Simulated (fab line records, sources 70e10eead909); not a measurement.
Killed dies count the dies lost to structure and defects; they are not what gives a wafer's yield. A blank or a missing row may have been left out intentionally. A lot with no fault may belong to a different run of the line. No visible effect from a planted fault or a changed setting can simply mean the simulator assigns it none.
Which tool is to blame? -- flow nand harc -- 66 wafers from 22 lots sampled at 6 of the route's 1302 steps

## WHAT THE GAUGES READ, wafer by wafer
Not one reading of a measure or inspect step in the record can be checked against a usual standard deviation.

## WHAT TOOL EACH LOT RAN ON (gives the tool, then ch and the chambers of the sampled wafers, and finally the start)
lot,NHARC_A_CHANNEL_FILL_D2_ALD_25,NHARC_A_CHANNEL_FILL_D2_STRIP_29,NHARC_A_STAIRCASE_TRIM_191,NHARC_A_STAIRCASE_TRIM_200,NHARC_A_STAIRCASE_TRIM_222,NHARC_A_STAIRCASE_TRIM_224
L075,"ald hk-01 ch 2,3, day 15 00:38","rie diel-02 ch 0,1,3, day 15 06:25","rie diel-09 ch 1,2, no start","rie diel-09 ch 1,2,3, no start","rie diel-09 ch 0,1,3, no start","rie diel-09 ch 1,2,3, no start"
L074,"ald hk-04 ch 0,3, day 15 00:38","rie diel-11 ch 1,2,3, no start","rie diel-05 ch 0,1, no start","rie diel-05 ch 0,1,2, no start","rie diel-09 ch 0,3, no start","rie diel-09 ch 1,2,3, no start"
L076,"ald hk-04 ch 0,2,3, day 15 23:38","rie diel-11 ch 0,1,3, no start","rie diel-05 ch 0,2,3, no start","rie diel-05 ch 0,2,3, no start","rie diel-09 ch 0,1,3, no start","rie diel-09 ch 1,2,3, no start"
L078,"ald hk-02 ch 0,3, day 16 11:18","rie diel-04 ch 2,3, no start","rie diel-09 ch 1,2,3, no start","rie diel-09 ch 0,1,3, no start","rie diel-12 ch 0,1,2, no start","rie diel-12 ch 1,2,3, no start"
L079,"ald hk-02 ch 0,1,3, day 17 08:32","rie diel-11 ch 1,3, day 17 14:17","rie diel-12 ch 1,2,3, no start","rie diel-12 ch 0,1,2, no start","rie diel-12 ch 0,1,2, no start","rie diel-12 ch 1,2,3, no start"
L080,"ald hk-01 ch 1,3, day 17 08:35","rie diel-04 ch 0,1,3, no start","rie diel-09 ch 0,1,3, no start","rie diel-12 ch 0,2, no start","rie diel-05 ch 0,1,3, no start","rie diel-05 ch 0,1,3, no start"
L081,"ald hk-04 ch 1,2,3, day 17 21:16","rie diel-02 ch 1,2,3, no start","rie diel-05 ch 0,1,3, no start","rie diel-09 ch 0,1,3, no start","rie diel-12 ch 1,2,3, no start","rie diel-12 ch 0,2,3, no start"
L082,"ald hk-01 ch 1,2, day 18 05:48","rie diel-11 ch 0,1,2, day 18 10:56","rie diel-12 ch 0,2,3, no start","rie diel-12 ch 1,2, no start","rie diel-05 ch 2,3, no start","rie diel-05 ch 0,3, no start"
L083,"ald hk-04 ch 0,1,3, day 18 19:06","rie diel-04 ch 1,2,3, no start","rie diel-12 ch 0,3, no start","rie diel-05 ch 1,2,3, no start","rie diel-05 ch 0,2,3, no start","rie diel-05 ch 2,3, no start"
L085,"ald hk-02 ch 1,3, day 19 06:59","rie diel-02 ch 0,1, no start","rie diel-05 ch 1,3, no start","rie diel-05 ch 0,2,3, no start","rie diel-12 ch 1,2, no start","rie diel-12 ch 0,2,3, no start"
L084,"ald hk-01 ch 0,2,3, day 19 09:29","rie diel-04 ch 0,3, no start","rie diel-05 ch 1,2,3, no start","rie diel-05 ch 0,2,3, no start","rie diel-05 ch 0,1,2, no start","rie diel-05 ch 1,2,3, no start"
L087,"ald hk-04 ch 1,3, day 21 09:13","rie diel-04 ch 0,3, no start","rie diel-09 ch 0,1, no start","rie diel-09 ch 0,3, no start","rie diel-09 ch 0,3, no start","rie diel-09 ch 0,2, no start"
L089,"ald hk-01 ch 0,2,3, day 21 11:47","rie diel-02 ch 0,1,3, no start","rie diel-05 ch 0,1,2, no start","rie diel-05 ch 0,1,2, no start","rie diel-12 ch 0,1,3, no start","rie diel-12 ch 1,2,3, no start"
L088,"ald hk-02 ch 0,1,3, day 21 12:23","rie diel-11 ch 0,2,3, no start","rie diel-09 ch 0,1,3, no start","rie diel-09 ch 0,1,2, no start","rie diel-05 ch 0,2,3, no start","rie diel-05 ch 0,2,3, no start"
L090,"ald hk-04 ch 0,1, day 22 00:29","rie diel-04 ch 0,2,3, no start","rie diel-12 ch 1,2, no start","rie diel-12 ch 0,2,3, no start","rie diel-12 ch 0,1,3, no start","rie diel-12 ch 2,3, no start"
L091,"ald hk-01 ch 1,2,3, day 22 06:27","rie diel-11 ch 1,2,3, no start","rie diel-09 ch 0,2,3, no start","rie diel-09 ch 0,2, no start","rie diel-09 ch 2,3, no start","rie diel-09 ch 0,2, no start"
L092,"ald hk-04 ch 0,1,3, day 22 20:14","rie diel-02 ch 0,2,3, no start","rie diel-12 ch 1,2, no start","rie diel-09 ch 0,1,3, no start","rie diel-09 ch 1,2,3, no start","rie diel-09 ch 0,2,3, no start"
L093,"ald hk-02 ch 0,2,3, day 23 00:29","rie diel-11 ch 0,2,3, no start","rie diel-05 ch 0,1,2, no start","rie diel-12 ch 2,3, no start","rie diel-09 ch 0,1,2, no start","rie diel-09 ch 0,2, no start"
L094,"ald hk-04 ch 0,2,3, day 23 06:05","rie diel-11 ch 0,1,3, no start","rie diel-09 ch 1,2,3, no start","rie diel-12 ch 1,2,3, no start","rie diel-12 ch 0,1,2, no start","rie diel-12 ch 0,2,3, no start"
L096,"ald hk-02 ch 0,2, day 24 02:36","rie diel-11 ch 2,3, no start","rie diel-12 ch 1,2,3, no start","rie diel-12 ch 0,3, no start","rie diel-05 ch 1,2, no start","rie diel-05 ch 1,2,3, no start"
L095,"ald hk-01 ch 0,3, day 24 03:16","rie diel-02 ch 2,3, no start","rie diel-05 ch 1,2,3, no start","rie diel-05 ch 0,1, no start","rie diel-09 ch 0,1,2, no start","rie diel-09 ch 0,1, no start"
L097,"ald hk-04 ch 2,3, day 25 04:11","rie diel-04 ch 0,3, no start","rie diel-09 ch 0,2,3, no start","rie diel-05 ch 1,2, no start","rie diel-05 ch 1,2,3, no start","rie diel-05 ch 1,3, no start"
- NHARC_A_CHANNEL_FILL_D2_ALD_25: deposits SiOx, target thk 60 nm, pulse time 10 s, ald cycles 600.
- NHARC_A_CHANNEL_FILL_D2_STRIP_29: strips in O2, time 20 s.
- NHARC_A_STAIRCASE_TRIM_191: chemistry O2, time 211.2 s.
- NHARC_A_STAIRCASE_TRIM_200: chemistry O2, time 211.2 s.
- NHARC_A_STAIRCASE_TRIM_222: chemistry O2, time 211.2 s.
- NHARC_A_STAIRCASE_TRIM_224: chemistry O2, time 211.2 s.

## WHAT THE TOOLS THEMSELVES READ (means of the sampled wafers that have a number; where no wafer has one, the mark that the record gives instead)
NHARC_A_CHANNEL_FILL_D2_ALD_25.
lot,tool,heater power w (W),precursor pulse height rel
L075,ald hk-01,488,0.983
L074,ald hk-04,495,1.006
L076,ald hk-04,456,0.976
L078,ald hk-02,436,1.015
L079,ald hk-02,449,0.985
L080,ald hk-01,565,0.982
L081,ald hk-04,440,0.988
L082,ald hk-01,449,0.998
L083,ald hk-04,485,0.987
L085,ald hk-02,469,0.986
L084,ald hk-01,439,0.991
L087,ald hk-04,464,1.007
L089,ald hk-01,451,0.986
L088,ald hk-02,450,0.987
L090,ald hk-04,440,0.998
L091,ald hk-01,524,0.997
L092,ald hk-04,461,1.001
L093,ald hk-02,510,0.987
L094,ald hk-04,454,0.993
L096,ald hk-02,552,0.997
L095,ald hk-01,428,1.004
L097,ald hk-04,424,0.993

NHARC_A_CHANNEL_FILL_D2_STRIP_29.
lot,tool,drypump motor current A (A),oes product au (a.u.),rf vpp V (V),showerhead plenum p Torr (Torr),throttle valve pct (%)
L075,rie diel-02,5.5,0.990,57.3,3.37,17.040
L074,rie diel-11,5.9,1.010,57.3,3.50,17.026
L076,rie diel-11,5.5,1.000,57.3,3.57,17.029
L078,rie diel-04,5.3,0.997,57.2,3.37,17.037
L079,rie diel-11,5.4,0.987,58.1,3.48,17.046
L080,rie diel-04,5.8,1.004,57.6,3.51,17.037
L081,rie diel-02,5.7,0.999,57.1,3.53,17.029
L082,rie diel-11,5.7,0.993,58.3,3.58,17.034
L083,rie diel-04,5.6,0.992,57.8,3.40,17.039
L085,rie diel-02,5.3,0.986,57.0,3.38,17.036
L084,rie diel-04,6.0,1.009,58.0,3.63,17.031
L087,rie diel-04,6.0,1.009,58.2,3.62,17.026
L089,rie diel-02,5.5,0.996,58.2,3.54,17.045
L088,rie diel-11,6.0,1.004,59.0,3.59,17.033
L090,rie diel-04,5.8,1.005,57.6,3.52,17.042
L091,rie diel-11,5.9,1.011,57.6,3.49,17.045
L092,rie diel-02,5.7,1.003,57.8,3.58,17.042
L093,rie diel-11,6.0,1.007,58.4,3.59,17.033
L094,rie diel-11,5.5,1.011,57.7,3.57,17.037
L096,rie diel-11,6.1,1.005,58.5,3.51,17.048
L095,rie diel-02,6.0,1.004,57.5,3.67,17.029
L097,rie diel-04,5.6,1.006,56.4,3.47,17.039

NHARC_A_STAIRCASE_TRIM_191.
lot,tool,drypump motor current A (A),oes product au (a.u.),rf vpp V (V),showerhead plenum p Torr (Torr),throttle valve pct (%)
L075,rie diel-09,6.2,0.978,57.7,3.76,17.041
L074,rie diel-05,5.3,1.012,57.4,3.46,17.044
L076,rie diel-05,5.8,0.986,57.9,3.49,17.034
L078,rie diel-09,6.0,0.995,57.9,3.68,17.034
L079,rie diel-12,5.3,1.024,58.5,3.58,17.036
L080,rie diel-09,6.0,1.008,57.3,3.55,17.036
L081,rie diel-05,5.3,0.997,57.8,3.45,17.035
L082,rie diel-12,5.6,1.006,58.1,3.55,17.042
L083,rie diel-12,5.7,1.005,57.5,3.60,17.033
L085,rie diel-05,5.3,0.996,57.1,3.38,17.033
L084,rie diel-05,5.8,0.995,57.3,3.41,17.040
L087,rie diel-09,6.1,1.002,57.8,3.47,17.037
L089,rie diel-05,5.8,0.996,57.6,3.46,17.042
L088,rie diel-09,6.0,0.996,58.2,3.53,17.043
L090,rie diel-12,5.5,1.009,57.6,3.64,17.045
L091,rie diel-09,6.0,0.999,58.6,3.54,17.033
L092,rie diel-12,5.4,1.018,58.3,3.70,17.026
L093,rie diel-05,5.8,1.003,58.3,3.46,17.038
L094,rie diel-09,6.0,0.990,58.4,3.65,17.041
L096,rie diel-12,5.3,1.009,58.5,3.55,17.042
L095,rie diel-05,5.8,1.000,56.9,3.39,17.038
L097,rie diel-09,6.0,1.000,57.2,3.52,17.035

NHARC_A_STAIRCASE_TRIM_200.
lot,tool,drypump motor current A (A),oes product au (a.u.),rf vpp V (V),showerhead plenum p Torr (Torr),throttle valve pct (%)
L075,rie diel-09,6.1,1.001,57.6,3.69,17.034
L074,rie diel-05,5.8,1.007,58.0,3.49,17.039
L076,rie diel-05,5.8,1.003,57.7,3.49,17.050
L078,rie diel-09,6.0,1.008,58.1,3.55,17.038
L079,rie diel-12,5.7,1.014,57.9,3.70,17.035
L080,rie diel-12,5.9,1.000,57.6,3.68,17.032
L081,rie diel-09,6.0,1.009,58.2,3.55,17.038
L082,rie diel-12,5.4,1.016,57.3,3.72,17.029
L083,rie diel-05,5.8,1.002,58.1,3.41,17.029
L085,rie diel-05,5.8,1.011,57.8,3.47,17.027
L084,rie diel-05,5.8,1.010,57.7,3.47,17.032
L087,rie diel-09,5.9,1.000,57.5,3.48,17.038
L089,rie diel-05,5.8,1.003,57.2,3.46,17.038
L088,rie diel-09,6.1,1.003,58.3,3.60,17.033
L090,rie diel-12,5.6,1.006,58.4,3.54,17.033
L091,rie diel-09,6.0,1.008,58.2,3.48,17.049
L092,rie diel-09,6.0,0.998,58.1,3.52,17.045
L093,rie diel-12,5.5,1.011,58.0,3.49,17.024
L094,rie diel-12,5.3,1.014,59.0,3.56,17.032
L096,rie diel-12,5.8,1.011,58.4,3.58,17.033
L095,rie diel-05,5.4,1.000,56.9,3.48,17.029
L097,rie diel-05,5.8,1.002,57.7,3.38,17.031

NHARC_A_STAIRCASE_TRIM_222.
lot,tool,drypump motor current A (A),oes product au (a.u.),rf vpp V (V),showerhead plenum p Torr (Torr),throttle valve pct (%)
L075,rie diel-09,6.0,1.004,58.5,3.56,17.039
L074,rie diel-09,5.9,1.013,58.1,3.44,17.038
L076,rie diel-09,6.0,1.006,57.2,3.56,17.030
L078,rie diel-12,5.7,1.017,59.0,3.70,17.034
L079,rie diel-12,5.6,1.005,58.1,3.70,17.032
L080,rie diel-05,5.3,0.996,57.0,3.45,17.043
L081,rie diel-12,5.3,1.013,56.9,3.58,17.040
L082,rie diel-05,6.2,1.004,57.6,3.45,17.041
L083,rie diel-05,5.8,0.995,57.4,3.48,17.044
L085,rie diel-12,5.5,1.007,58.1,3.65,17.040
L084,rie diel-05,5.8,0.999,57.9,3.47,17.036
L087,rie diel-09,5.9,0.992,56.8,3.48,17.048
L089,rie diel-12,5.4,1.012,57.8,3.60,17.032
L088,rie diel-05,5.8,1.007,58.0,3.47,17.033
L090,rie diel-12,5.5,1.011,57.8,3.60,17.033
L091,rie diel-09,6.0,0.994,58.1,3.66,17.032
L092,rie diel-09,6.0,0.980,58.0,3.65,17.034
L093,rie diel-09,6.1,0.990,58.3,3.59,17.033
L094,rie diel-12,5.6,1.019,59.0,3.68,17.035
L096,rie diel-05,6.2,1.009,56.4,3.42,17.033
L095,rie diel-09,6.1,0.994,57.4,3.58,17.035
L097,rie diel-05,5.8,1.003,57.3,3.39,17.039

NHARC_A_STAIRCASE_TRIM_224.
lot,tool,drypump motor current A (A),oes product au (a.u.),rf vpp V (V),showerhead plenum p Torr (Torr),throttle valve pct (%)
L075,rie diel-09,6.0,0.988,58.8,3.69,17.036
L074,rie diel-09,6.0,0.993,58.7,3.69,17.042
L076,rie diel-09,6.0,0.997,58.1,3.68,17.037
L078,rie diel-12,5.3,1.016,57.1,3.58,17.045
L079,rie diel-12,5.3,1.011,57.9,3.58,17.036
L080,rie diel-05,5.3,1.004,57.6,3.45,17.039
L081,rie diel-12,5.6,1.010,58.6,3.55,17.030
L082,rie diel-05,5.4,1.003,57.7,3.52,17.042
L083,rie diel-05,6.2,1.006,58.2,3.45,17.051
L085,rie diel-12,5.6,1.013,58.1,3.55,17.042
L084,rie diel-05,5.8,0.997,56.7,3.41,17.044
L087,rie diel-09,6.0,1.006,57.1,3.48,17.029
L089,rie diel-12,5.3,1.007,58.4,3.56,17.033
L088,rie diel-05,5.8,1.005,58.0,3.47,17.037
L090,rie diel-12,5.3,1.011,57.2,3.42,17.037
L091,rie diel-09,6.1,0.995,57.2,3.60,17.029
L092,rie diel-09,6.0,0.996,57.6,3.53,17.039
L093,rie diel-09,6.1,1.011,57.5,3.60,17.041
L094,rie diel-12,5.6,1.002,57.4,3.54,17.026
L096,rie diel-05,5.8,1.009,58.3,3.39,17.035
L095,rie diel-09,6.1,1.007,57.8,3.46,17.041
L097,rie diel-05,5.3,0.996,57.4,3.35,17.031

## THE ANSWER, worked out from the rows above alone
Rule: usual is defined by the lots themselves. Put in order of their means at a reading, lots are off if they are a third of the lots or fewer, leave a main group of 4 or more, and stand apart from it by a gap of 3 or more times the standard deviation of the main group's means; of several such gaps the widest counts. A main group is skipped when, at the precision printed for the reading in the tables above, its means are all equal. Also off: a lot with no number at a reading for which 4 or more lots have one. Where the step has rows for the other lots, those lots are counted as sound. First the gauges in route order, then the tools' own readings, where a lot's mean is used as printed above. At the first step where some lot is off, the reading lying furthest off is the one used; lots without a number count as furthest.
Nothing can be told from this: no lot is off at any reading shown.

## WHAT THE SIMULATOR HAD PUT IN
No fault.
